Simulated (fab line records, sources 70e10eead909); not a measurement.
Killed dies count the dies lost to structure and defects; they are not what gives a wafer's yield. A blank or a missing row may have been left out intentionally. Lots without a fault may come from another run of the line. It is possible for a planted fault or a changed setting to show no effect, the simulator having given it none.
fab line records	flow nandHarc
record lots=5	wafers=15	lastDay=31
route steps=1302 shown A_BONDPAD@1211 HYBRID_BOND@1237 THIN_TSV@1244 END@1302
lots that met no fault: from a run of the same line without faults
startH: hours from the record's opening day to when the first of the lot's shown wafers began	waitH: hours elapsed since this lot's preceding step	" same as the row above	L1.1+2: a row that stands for several wafers	- no value, or no start given	* or withheld: withheld	< > ~ a bound
route shown NAME@n: a module of which the file shows steps, and the number in the route of the first	usual: mean and standard deviation over wafers with no fault	same: alike in all rows	chamber/n: place in a boat	sites: readings site by site	_std_site: how widely they spread, as a standard deviation	_edge_site: mean of outer sites minus mean of inner sites	radiusMm: for every site, how far away it sits from the centre of the wafer	mask NAME#n: copy n	behind: tool/chamber where the wafer was last shaped	hold: why the lot was held/for how many hours/how that ended	device: the transistor (n, p or np) that didn't switch	end of line: tests of these same wafers at the route's end	step lacking rows: just its recipe	killed: the dies lost at the first sort to structure and to defects; this is not the yield of the wafer	map: a wafer's dies, marking killed ones x, the rest . and places with no die _
set.NAME: the setting as run; set.NAME@STEP: as run at that earlier step	model.NAME: the simulator's own value behind a step, which no gauge read
lots seen at some steps along the route; tables by step, rows by wafer
services: a tool's chamber out of use, with start hour (startH, from the record's first day; less than 0 if before it), hours out, and reason
## steps
# step NHARC_A_BONDPAD_EBR_05
# step NHARC_A_BONDPAD_EXPOSE_06
# recipe na=0.55	doseMj=36.99	maskId=A_BPAD
# step NHARC_A_BONDPAD_PEB_07
# recipe pebTempC=128	pebTimeS=80
# step NHARC_A_BONDPAD_DEVELOP_08
# recipe timeS=50	devTempC=22
# step NHARC_A_BONDPAD_CD_MEAS_09
# recipe targetCdNm=500	landingEnergyEv=500
# usual cdNm=500.0/1.3
lot.wafer	tool	chamber	startH	waitH	cdNm
L626.1	cdSem-01	0	554.13	-	500.7
L626.3	"	0	"	"	500.9
L626.4	"	0	"	"	499.5
L631.2	cdSem-02	0	596.37	-	499.6
L631.4	"	0	"	"	498.1
L631.6	"	0	"	"	500.2
L634.1	cdSem-01	0	654.07	-	499.2
L634.2	"	0	"	"	500.4
L634.3	"	0	"	"	501.7
L641.1	cdSem-01	0	702.03	-	498.7
L641.5	"	0	"	"	499.6
L641.6	"	0	"	"	499.7
L643.1	cdSem-01	0	715.98	-	500.7
L643.5	"	0	"	"	499.8
L643.6	"	0	"	"	499.9
# step NHARC_A_BONDPAD_OVL_MEAS_35
# usual overlayXNm=0/6.7	overlayYNm=-1/4.5
lot.wafer	tool	chamber	startH	waitH	overlayXNm	overlayYNm
L626.1	overlay-01	-	554.22	-	-6	2
L626.3	"	-	"	"	-6	2
L626.4	"	-	"	"	-7	2
L631.2	overlay-01	-	596.46	-	0	-2
L631.4	"	-	"	"	-1	-2
L631.6	"	-	"	"	-1	-2
L634.1	overlay-02	-	654.16	-	-2	2
L634.2	"	-	"	"	-2	2
L634.3	"	-	"	"	-1	2
L641.1	overlay-01	-	702.12	-	-1	4
L641.5	"	-	"	"	-1	4
L641.6	"	-	"	"	-1	4
L643.1	overlay-02	-	716.07	-	10	3
L643.5	"	-	"	"	10	3
L643.6	"	-	"	"	10	3
# step NHARC_A_BONDPAD_HARDBAKE_10
# recipe tempC=118	timeS=65
# step NHARC_A_BONDPAD_DESCUM_11
# recipe timeS=3	o2FlowSccm=200	arFlowSccm=0	biasPowerW=0	chemistry=O2
# step NHARC_A_BONDPAD_ETCH_34
# recipe targetDepthA=600	overetchA=180	timeS=65.91	ionEnergyEv=200	n2FlowSccm=150	h2FlowSccm=150	arFlowSccm=0	rfW=400	biasW=150	chemistry=N2/H2
# step NHARC_A_BONDPAD_ETCH_12
# recipe targetDepthA=2200	timeS=110	chf3FlowSccm=50	o2FlowSccm=10	arFlowSccm=200	rfW=500	biasW=200	chemistry=CHF3/O2
# step NHARC_A_BONDPAD_CD_MEAS_13
# usual cdNm=499.4/1.4
lot.wafer	tool	chamber	startH	waitH	cdNm
L626.1	cdSem-03	-	554.66	-	500.0
L626.3	"	-	"	"	499.7
L626.4	"	-	"	"	498.7
L631.2	cdSem-03	-	596.90	-	499.9
L631.4	"	-	"	"	498.3
L631.6	"	-	"	"	500.1
L634.1	cdSem-01	-	654.60	-	498.8
L634.2	"	-	"	"	500.4
L634.3	"	-	"	"	501.5
L641.1	cdSem-03	-	702.56	-	499.1
L641.5	"	-	"	"	500.2
L641.6	"	-	"	"	498.7
L643.1	cdSem-01	-	716.55	-	499.4
L643.5	"	-	"	"	500.1
L643.6	"	-	"	"	500.5
# step NHARC_A_BONDPAD_STRIP_15
# recipe o2FlowSccm=500	arFlowSccm=0	biasW=0	chemistry=O2
# step NHARC_A_BONDPAD_ETCH_24
# recipe targetDepthA=300	overEtchFrac=0.3	timeS=72.99	ionEnergyEv=150	cf4FlowSccm=50	n2FlowSccm=100	arFlowSccm=150	rfW=300	biasW=100	chemistry=CF4/N2
# usual drypumpMotorCurrentA=5.8/0.44	oesProductAu=0.998/0.0067	rfVppV=313.8/1.5	showerheadPlenumPTorr=2.60/0.073	throttleValvePct=19.793/0.0087
# same overEtchFrac=0.3
lot.wafer	tool	chamber	startH	waitH	drypumpMotorCurrentA	oesProductAu	rfHoursCounterH	rfVppV	showerheadPlenumPTorr	throttleValvePct
L626.1	rieDiel-12	2	554.88	-	5.1	1.008	18	311.5	2.55	19.802
L626.4	"	3	"	"	6.5	0.998	17	312.3	2.56	19.807
L626.3	"	0	"	"	5.5	1.013	19	313.7	2.61	19.794
L631.2	rieDiel-07	2	597.13	-	5.7	1.002	3	314.8	2.67	19.791
L631.4	"	3	"	"	6.5	0.998	3	312.1	2.49	19.789
L631.6	"	2	"	"	5.7	1.002	-	314.2	2.67	19.804
L634.2	rieDiel-12	3	654.82	-	6.5	1.001	4	313.0	2.56	19.799
L634.1	"	0	"	"	5.5	0.990	3	312.9	2.60	19.794
L634.3	"	2	"	"	5.1	0.993	3	313.1	2.54	19.780
L641.1	rieDiel-12	1	702.79	-	5.8	1.005	14	312.5	2.61	19.789
L641.5	"	0	"	"	5.4	1.001	-	314.2	2.60	19.794
L641.6	"	1	"	"	5.8	1.006	-	313.5	2.61	19.789
L643.1	rieDiel-07	1	716.80	-	5.7	0.995	1	314.1	2.61	19.785
L643.5	"	2	"	"	5.8	0.996	-	313.7	2.67	19.807
L643.6	"	3	"	"	6.5	0.998	-	311.9	2.49	19.796
# step NHARC_A_BONDPAD_STRIP_16
# recipe timeS=600	tempC=30	chemistry=postEtchResidueRemover
# step NHARC_A_BONDPAD_DEGAS_25
# recipe tempC=300	timeS=60
# usual heaterPowerW=479/50
lot.wafer	tool	chamber	startH	waitH	heaterPowerW
L626.3	pvdSputter-01	-	555.28	-	465
L626.1	"	-	"	"	477
L626.4	"	-	"	"	470
L631.4	pvdSputter-03	-	597.52	-	406
L631.2	"	-	"	"	547
L631.6	"	-	"	"	411
L634.2	pvdSputter-03	-	655.22	-	540
L634.3	"	-	"	"	540
L634.1	"	-	"	"	445
L641.1	pvdSputter-01	-	703.18	-	485
L641.6	"	-	"	"	495
L641.5	"	-	"	"	462
L643.1	pvdSputter-02	-	717.18	-	459
L643.6	"	-	"	"	481
L643.5	"	-	"	"	459
# step NHARC_A_BONDPAD_PRE_CLEAN_26
# recipe timeS=30	tempC=280	gas=H2/He
# usual heaterPowerW=418/44
lot.wafer	tool	chamber	startH	waitH	heaterPowerW
L626.4	pvdSputter-01	-	-	-	477
L626.3	"	-	"	"	415
L626.1	"	-	"	"	394
L631.2	pvdSputter-03	-	-	-	461
L631.4	"	-	"	"	365
L631.6	"	-	"	"	393
L634.3	pvdSputter-03	-	-	-	396
L634.2	"	-	"	"	359
L634.1	"	-	"	"	465
L641.1	pvdSputter-01	-	-	-	422
L641.6	"	-	"	"	429
L641.5	"	-	"	"	415
L643.1	pvdSputter-02	-	-	-	346
L643.6	"	-	"	"	427
L643.5	"	-	"	"	404
# step NHARC_A_BONDPAD_PVD_17
# recipe targetThkA=50	biasV=168.6	powerW=15000	chamberPressurePa=0.12	timeS=8.06	substrateTempC=50	material=TaN
# usual cathodeDcPowerW=15000/3	throttleValvePct=29.7/1.1
lot.wafer	tool	chamber	startH	waitH	cathodeDcPowerW	throttleValvePct
L626.1	pvdSputter-01	-	-	-	14997	31.2
L626.4	"	-	"	"	14999	31.1
L626.3	"	-	"	"	14999	29.5
L631.4	pvdSputter-03	-	-	-	15003	30.7
L631.2	"	-	"	"	15000	30.9
L631.6	"	-	"	"	15005	30.8
L634.1	pvdSputter-03	-	-	-	14999	30.8
L634.2	"	-	"	"	14998	28.3
L634.3	"	-	"	"	14998	29.2
L641.1	pvdSputter-01	-	-	-	14997	31.3
L641.6	"	-	"	"	15000	29.6
L641.5	"	-	"	"	15003	31.1
L643.1	pvdSputter-02	-	-	-	14999	27.6
L643.5	"	-	"	"	15000	29.4
L643.6	"	-	"	"	14999	27.9
# step NHARC_A_BONDPAD_PVD_27
# recipe targetThkA=300	chamberPressurePa=5	powerW=5000	substrateTempC=30	timeS=20.49	material=Cu
# usual cathodeDcPowerW=5000.0/0.82	throttleValvePct=29.8/1.1
lot.wafer	tool	chamber	startH	waitH	cathodeDcPowerW	throttleValvePct
L626.4	pvdSputter-01	-	-	-	4999.9	29.5
L626.3	"	-	"	"	4999.5	31.2
L626.1	"	-	"	"	5000.8	31.1
L631.4	pvdSputter-03	-	-	-	5001.1	28.4
L631.2	"	-	"	"	4997.6	29.0
L631.6	"	-	"	"	5000.3	28.2
L634.1	pvdSputter-03	-	-	-	4999.7	30.8
L634.3	"	-	"	"	4999.3	30.8
L634.2	"	-	"	"	5000.0	29.1
L641.1	pvdSputter-01	-	-	-	4999.4	32.2
L641.6	"	-	"	"	4999.2	32.2
L641.5	"	-	"	"	5000.6	29.5
L643.1	pvdSputter-02	-	-	-	5000.5	29.2
L643.5	"	-	"	"	4999.2	29.5
L643.6	"	-	"	"	5000.2	27.8
# step NHARC_A_BONDPAD_ECD_18
# recipe targetThkA=4000	bathTempC=25	material=Cu
# step NHARC_A_BONDPAD_ANNEAL_28
# recipe tempC=225	timeS=90
# step NHARC_A_BONDPAD_CMP_19
# recipe tOverpolishS=30	cuRecessTouchS=16	targetThkNm=169.82
# step NHARC_A_BONDPAD_THK_MEAS_20
# recipe thkMeasGauge=xrf
# usual thkNm=169.6/1.3
lot.wafer	tool	chamber	startH	waitH	thkNm
L626.1	filmMetro-01	-	556.69	-	171.7
L626.3	"	-	"	"	172.7
L626.4	"	-	"	"	169.7
L631.2	filmMetro-01	-	599.01	-	169.1
L631.4	"	-	"	"	171.1
L631.6	"	-	"	"	168.2
L634.1	filmMetro-02	-	656.62	-	171.9
L634.2	"	-	"	"	170.6
L634.3	"	-	"	"	171.5
L641.1	filmMetro-02	-	704.59	-	172.2
L641.5	"	-	"	"	170.4
L641.6	"	-	"	"	171.5
L643.1	filmMetro-02	-	718.59	-	170.0
L643.5	"	-	"	"	170.9
L643.6	"	-	"	"	170.9
# step NHARC_A_BONDPAD_SRD_21
# recipe timeS=30	tempC=23	dryTimeS=20	spinRpm=1500
# step NHARC_HYBRID_BOND_ACTIVATE_00
# recipe timeS=60	n2FlowSccm=200	arFlowSccm=0	biasPowerW=0	chemistry=N2
# step NHARC_HYBRID_BOND_PRECLEAN_01
# recipe timeS=300	tempC=23	chemistry=DIW
# step NHARC_HYBRID_BOND_SRD_02
# recipe timeS=30	tempC=23	dryTimeS=20	spinRpm=1500
# step NHARC_HYBRID_BOND_BOND_03
# recipe tempC=25
# step NHARC_HYBRID_BOND_ANNEAL_04
# recipe tempC=300	timeS=7200	rampUpCPerMin=5	rampDownCPerMin=3	idleTempC=100	pressureAtm=1
# step NHARC_HYBRID_BOND_OVL_MEAS_05
# usual overlayXNm=0/33	overlayYNm=-3/33
lot.wafer	tool	chamber	startH	waitH	overlayXNm	overlayYNm
L626.1	overlay-02	-	567.26	0.4	37	57
L626.3	"	-	"	"	-25	-33
L626.4	"	-	"	"	34	-30
L631.2	overlay-01	-	611.49	0.4	39	26
L631.4	"	-	"	"	-5	-35
L631.6	"	-	"	"	-21	33
L634.1	overlay-02	-	664.31	0.4	12	54
L634.2	"	-	"	"	45	-3
L634.3	"	-	"	"	0	12
L641.1	overlay-02	-	715.34	0.4	-51	6
L641.5	"	-	"	"	29	3
L641.6	"	-	"	"	-15	-19
L643.1	overlay-02	-	728.38	0.4	40	-27
L643.5	"	-	"	"	-57	34
L643.6	"	-	"	"	8	-31
# step NHARC_THIN_TSV_GRIND_00
# recipe targetThkUm=6
# usual motorCurrentA=11.999/0.023
lot.wafer	tool	chamber	startH	waitH	motorCurrentA
L626.1	grinder-01	0	567.46	0.1	12.005
L626.3	"	0	"	"	11.995
L626.4	"	0	"	"	11.998
L631.2	grinder-01	0	611.89	0.3	11.956
L631.4	"	0	"	"	12.014
L631.6	"	0	"	"	11.997
L634.1	grinder-01	0	666.90	2.5	12.008
L634.2	"	0	"	"	11.985
L634.3	"	0	"	"	12.003
L641.1	grinder-01	0	715.54	0.1	11.999
L641.5	"	0	"	"	11.991
L641.6	"	0	"	"	11.988
L643.1	grinder-01	0	728.58	0.1	12.014
L643.5	"	0	"	"	12.003
L643.6	"	0	"	"	11.989
# step NHARC_THIN_TSV_CMP_01
# recipe targetThkUm=3
# step NHARC_THIN_TSV_THK_MEAS_02
# recipe thkMeasGauge=ir
# usual thkNm=2955/230
lot.wafer	tool	chamber	startH	waitH	thkNm
L626.1	filmMetro-02	-	568.96	0.2	2986
L626.3	"	-	"	"	3176
L626.4	"	-	"	"	2904
L631.2	filmMetro-01	-	613.17	-	2637
L631.4	"	-	"	"	2783
L631.6	"	-	"	"	2747
L634.1	filmMetro-02	-	668.41	0.2	2811
L634.2	"	-	"	"	2884
L634.3	"	-	"	"	2909
L641.1	filmMetro-01	-	717.01	-	2775
L641.5	"	-	"	"	2984
L641.6	"	-	"	"	3030
L643.1	filmMetro-02	-	730.08	-	2964
L643.5	"	-	"	"	2993
L643.6	"	-	"	"	2863
# step NHARC_THIN_TSV_SRD_03
# step NHARC_THIN_TSV_PRECLEAN_41
# recipe timeS=*	tempC=50	bathAgeMin=0	chemistry=SC1
# step NHARC_THIN_TSV_SRD_42
# step NHARC_THIN_TSV_DEP_43
# recipe targetThkA=13285	tempC=withheld	pressureTorr=6.5	rfW=900	teosFlowSccm=161.4	flowSccm=2650	targetThkNm=1328.5	gas=O2	material=SiO2
# step NHARC_THIN_TSV_DEHYDRATE_04
# recipe tempC=150	timeS=120
# step NHARC_THIN_TSV_HMDS_05
# recipe timeS=30
# step NHARC_END_SORT_01
# recipe tempC=25
# usual defectLimitedYield=90.7/2.6	killedAtArray=59/17	killedAtOther=0.7/0.9	killedAtPeriphery=3.6/2.3	killedDies=63/18	killedOpen=3.4/1.9	killedShort=2.6/1.7
# same grossDies=677
lot.wafer	tool	chamber	startH	waitH	defectLimitedYield[%]	killedAtArray	killedAtOther	killedAtPeriphery	killedDies	killedOpen	killedShort
L626.1	prober-02	0	585.14	2.5	91.1	59	0	1	60	8	4
L626.3	prober-02	0	586.72	3.1	92.5	49	1	1	51	2	2
L626.4	prober-02	0	587.51	3.4	92.6	46	1	3	50	6	3
L641.1	prober-02	0	733.29	2.5	77.4	153	0	0	153	4	3
L641.5	prober-02	0	736.50	3.7	87.7	82	0	1	83	2	3
L641.6	prober-02	0	737.31	4.0	78.1	143	0	5	148	5	1
# killed by level:class
L626.1 A_SLIT:chamberFilmFlake=29 A_CHANNEL_HOLE_D2:chamberFilmFlake=10 A_CHANNEL_HOLE_D1:chamberFilmFlake=4 A_STAIRCASE:chamberFilmFlake=4 A_CHANNEL_FILL_D1:geometricParticle:open=2 A_WL_FILL:geometricParticle:open=2 P_CONTACT:geometricParticle:open=1 A_DECK1_JOINT:geometricParticle:open=1
L626.3 A_SLIT:chamberFilmFlake=24 A_CHANNEL_HOLE_D2:chamberFilmFlake=6 A_CONTACT:chamberFilmFlake=6 A_CHANNEL_HOLE_D1:chamberFilmFlake=3 A_STAIRCASE:chamberFilmFlake=3 A_WL_FILL:geometricParticle:short=2 A_DECK1_JOINT:chamberFilmFlake=2 P_M2:geometricParticle:open=1
L626.4 A_SLIT:chamberFilmFlake=24 A_CHANNEL_HOLE_D2:chamberFilmFlake=9 A_CONTACT:chamberFilmFlake=3 P_GATE:geometricParticle:open=1 P_CONTACT:geometricParticle:open=1 P_M1:geometricParticle:open=1 A_DECK1_JOINT:geometricParticle:short=1 A_CHANNEL_FILL_D2:geometricParticle:short=1
L641.1 A_BONDPAD:unspecified=83 A_CHANNEL_HOLE_D1:chamberFilmFlake=27 A_SLIT:chamberFilmFlake=27 A_CONTACT:chamberFilmFlake=6 A_ONON_D1:geometricParticle:short=1 A_ONON_D1:geometricParticle:open=1 A_DECK1_JOINT:geometricParticle:short=1 A_DECK1_JOINT:geometricParticle:open=1
L641.5 A_CHANNEL_HOLE_D1:chamberFilmFlake=32 A_SLIT:chamberFilmFlake=26 A_CONTACT:chamberFilmFlake=13 A_DECK1_JOINT:chamberFilmFlake=3 A_CHANNEL_FILL_D2:chamberFilmFlake=2 P_GATE:geometricParticle:short=1 A_ONON_D1:geometricParticle:open=1 A_ONON_D1:geometricParticle:short=1
L641.6 A_BONDPAD:unspecified=75 A_SLIT:chamberFilmFlake=28 A_CHANNEL_HOLE_D1:chamberFilmFlake=13 A_CONTACT:chamberFilmFlake=12 P_GATE:chamberFilmFlake=3 A_WL_FILL:chamberFilmFlake=3 A_ONON_D1:geometricParticle:open=2 A_DECK1_JOINT:geometricParticle:open=2
# map L641.1 (x killed, . not)
____________.____________
_________......._________
_______..........._______
______.............______
_____...........x..._____
____...........x...x.____
____............x..x.____
___...........x...x.xx___
___...............xxxx___
__...............xxxxx.__
__...............x.xxxx__
_....x............xxxxx._
_...........x.......xxxx_
_......xxx.x.......x.x.x_
_......xxxxx.......x...._
_...x.xxxxxx............_
x.....xxxxxxx............
.....xxxxxxxxx...........
.....xxxxxxxx............
.....xxxxxxxx............
....xxxxxxxxx............
_....xxxxxxx.x.........._
_....x.xxxx.x....x......_
_.....xxxxxx..x......x.._
_.x....xxxx.x..........._
_.......x..............._
__..x.xxx.xx...........__
__..x...x.x............__
___..x.xxx............___
___..x.xxx............___
____...xxx...........____
____...xx.x..........____
_____..x.x.........._____
______.....x.......______
_______.........x._______
_________......._________
____________.____________
# map L626.1 (x killed, . not)
____________.____________
_________......._________
_______....x......_______
______.............______
_____..............._____
____.................____
____..........x....xx____
___..............xxxxx___
___...............xxxx___
__................xxxxx__
__.................xxx.__
_..................x.xxx_
_.................xxxx.._
_.....x...........xx..xx_
_...................x..x_
_......................._
......................x..
...x.....................
...x.....x...............
....x....................
.........................
_.......x..............._
_......................x_
_.......x..............._
_......x....x..........._
_.....x..x.............._
__.....................__
__....x....x...........__
___...................___
___..xx....x..........___
____...........x....x____
____..xxx....x.......____
_____..............._____
______......x......______
_______..........._______
_________......._________
____________.____________
## services
tool	chamber	startH	hours	kind
rieDiel-12	0	552.50	-	clean
rieDiel-12	1	552.50	-	clean
rieDiel-12	2	552.50	-	clean
rieDiel-12	3	552.50	-	clean
pvdSputter-03	-	557.91	10.0	pm
rieDiel-12	0	577.00	-	clean
rieDiel-12	1	577.00	-	clean
rieDiel-12	2	577.00	-	clean
rieDiel-12	3	577.00	-	clean
pvdSputter-01	-	590.74	10.0	pm
grinder-01	-	604.71	1.8	repair
rieDiel-12	-	622.40	9.0	pm
grinder-01	-	622.89	0.4	repair
rieDiel-07	3	627.26	2.8	repair
pvdSputter-02	-	632.49	0.8	repair
pvdSputter-02	-	638.00	10.0	pm
rieDiel-07	0	646.57	4.4	repair
rieDiel-07	-	648.20	9.0	pm
pvdSputter-03	-	663.78	3.1	repair
pvdSputter-03	-	668.05	2.3	repair
pvdSputter-01	-	692.01	0.8	repair
rieDiel-12	1	713.59	23.4	repair
pvdSputter-01	-	718.81	1.5	repair
rieDiel-07	3	723.52	17.9	repair
## key
firstSign step=NHARC_END_SORT_01	reading=killedAtArray	direction=up	sigmas=5.2	usual=59	struck=148
effect step=NHARC_END_SORT_01	reading=killedDies	direction=up	sigmas=5	usual=63	struck=150
moreKillsBornAt NHARC_A_BONDPAD_ETCH_24@rieDiel-12=158
metAt NHARC_A_BONDPAD_ETCH_24
struckWafers L641.1,L641.6
fault kind=chamberParticleSource	tool=rieDiel-12	chamber=1	onsetH=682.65	steps=NHARC_A_BONDPAD_ETCH_24	ratePerVisitCm2=0.74946	endH=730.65
